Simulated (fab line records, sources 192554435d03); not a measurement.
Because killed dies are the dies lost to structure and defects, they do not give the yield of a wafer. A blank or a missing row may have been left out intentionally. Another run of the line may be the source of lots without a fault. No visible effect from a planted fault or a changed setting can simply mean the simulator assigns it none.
One fault through the eyes of 3 desks / flow n5Finfet / only its own numbers are on each desk; what lay behind them is given at the end
Where a reading is given only as a bound, like >300, the bound stands for it, and a mean or a difference that rests on one is marked > or <: the true number lies beyond.

## FOR THE TOOL OWNER'S DESK: plasmaAsher-02
The tool's own readings at N5_ZERO_LAYER_STRIP_24 (strips in O2): means of the sampled wafers that have a number, for each lot that ran on this tool. Any lot whose mean is over 4 standard deviations away from the usual mean is out of limits and marked OUT; that distance is given in the brackets.
Columns: A = drypumpMotorCurrentA at N5_ZERO_LAYER_STRIP_24, usual 5.7 A; B = heaterPowerW at N5_ZERO_LAYER_STRIP_24, usual 344 W; C = oesProductAu at N5_ZERO_LAYER_STRIP_24, usual 0.647 a.u.; D = stripTimeToEndpointS at N5_ZERO_LAYER_STRIP_24, usual 43.86 s
lot=L309; first seen here=day 1 18:55; A=5.8; B=353; C=0.653; D=43.70
lot=L317; first seen here=day 3 19:01; A=6.1; B=342; C=0.647; D=43.83
lot=L323; first seen here=day 5 07:15; A=6.0; B=340; C=0.648; D=43.77
lot=L324; first seen here=day 5 13:22; A=5.9; B=345; C=0.641; D=43.79
This desk's finding: nothing out of limits on any of the 4 lots.

## FROM THE METROLOGY DESK
Means of the sampled wafers that have a number, per lot and without regard to the tool the lot ran on: this is what the gauges read. Any lot whose mean is over 4 standard deviations away from the usual mean is out of limits and marked OUT; that distance is given in the brackets. Of its 11 readings 7 are shown: those that lie furthest out on some lot.
Columns: A = DIBL_N at N5_BEOL_M4_RC_MEAS_101, usual 35.8 mV/V; B = IOFF_N at N5_BEOL_M4_RC_MEAS_101, usual 0.16 nA/um; C = IOFF_P at N5_BEOL_M4_RC_MEAS_101, usual 0.21 nA/um; D = ION_N at N5_BEOL_M4_RC_MEAS_101, usual 672 uA/um; E = ION_P at N5_BEOL_M4_RC_MEAS_101, usual 461 uA/um; F = SS_N at N5_BEOL_M4_RC_MEAS_101, usual 71.4 mV/dec; G = VT_P at N5_BEOL_M4_RC_MEAS_101, usual -251 mV
lot=L309; first seen here=day 2 04:13; A=34.2; B=0.16; C=0.23; D=674; E=469; F=71.3; G=-247
lot=L315; first seen here=day 3 15:46; A=38.0; B=0.19; C=0.24; D=675; E=467; F=71.9; G=-249
lot=L317; first seen here=day 4 04:19; A=37.0; B=0.18; C=0.23; D=677; E=461; F=72.2; G=-249
lot=L321; first seen here=day 5 04:19; A=36.7; B=0.16; C=0.22; D=678; E=464; F=71.0; G=-250
lot=L322; first seen here=day 5 09:05; A=35.5; B=0.16; C=0.24; D=664; E=465; F=71.0; G=-247
lot=L323; first seen here=day 5 15:25; A=37.0; B=0.20; C=0.27; D=689; E=475; F=71.4; G=-245
lot=L324; first seen here=day 5 21:01; A=33.3; B=0.11; C=0.17; D=663; E=462; F=70.5; G=-253
lot=L327; first seen here=day 6 15:51; A=36.9; B=0.17; C=0.23; D=671; E=460; F=71.6; G=-247
This desk's finding: nothing out of limits on any of the 8 lots.

## THE DEFECT DESK
What the inspections along the route counted, lot by lot: means of the sampled wafers that have a number. Any lot whose mean is over 4 standard deviations away from the usual mean is out of limits and marked OUT; that distance is given in the brackets.
Columns: A = rawDefectCount at N5_ZERO_LAYER_INSPECT_20, usual 36; B = rawDefectCount at N5_WELL_APT_INSPECT_10, usual 2.0; C = rawDefectCount at N5_WELL_APT_INSPECT_38, usual 14
lot=L309; first seen here=day 1 19:16; A=21; B=1.7; C=9
lot=L315; first seen here=day 3 07:23; A=42; B=1.7; C=16
lot=L317; first seen here=day 3 19:23; A=59; B=2.3; C=18
lot=L321; first seen here=day 4 19:17; A=48; B=2.7; C=13
lot=L322; first seen here=day 5 01:23; A=21; B=2.3; C=22
lot=L323; first seen here=day 5 07:36; A=277 (+14) OUT; B=>103 (>+68) OUT; C=258 (+50) OUT
lot=L324; first seen here=day 5 13:42; A=530 (+29) OUT; B=>200 (+99 or more) OUT; C=501 (+99 or more) OUT
lot=L327; first seen here=day 6 07:15; A=52; B=2.3; C=15
This desk's finding: out of limits on L323, L324; first on L323, day 5 07:36 (rawDefectCount at N5_ZERO_LAYER_INSPECT_20). In limits: L309, L315, L317, L321, L322, L327.

## BROUGHT TOGETHER
The defect desk could have raised an alarm at day 5 07:36, on L323, L324.
The desk of the tool owner found nothing out of limits.
Nothing out of limits was seen by the metrology desk.
On record at the tool owner's desk: L323, L324, within its limits.
The metrology desk holds a record of L323, L324, inside its limits.
All the named lots went through N5_ZERO_LAYER_STRIP_24 on plasmaAsher-02.

## WHAT THE SIMULATOR PUT IN
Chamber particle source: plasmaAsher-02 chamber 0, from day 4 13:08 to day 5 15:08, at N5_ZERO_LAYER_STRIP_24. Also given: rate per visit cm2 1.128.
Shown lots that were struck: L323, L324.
Hours from the fault's start to each desk's first reading out of limits: the defect desk, 18.
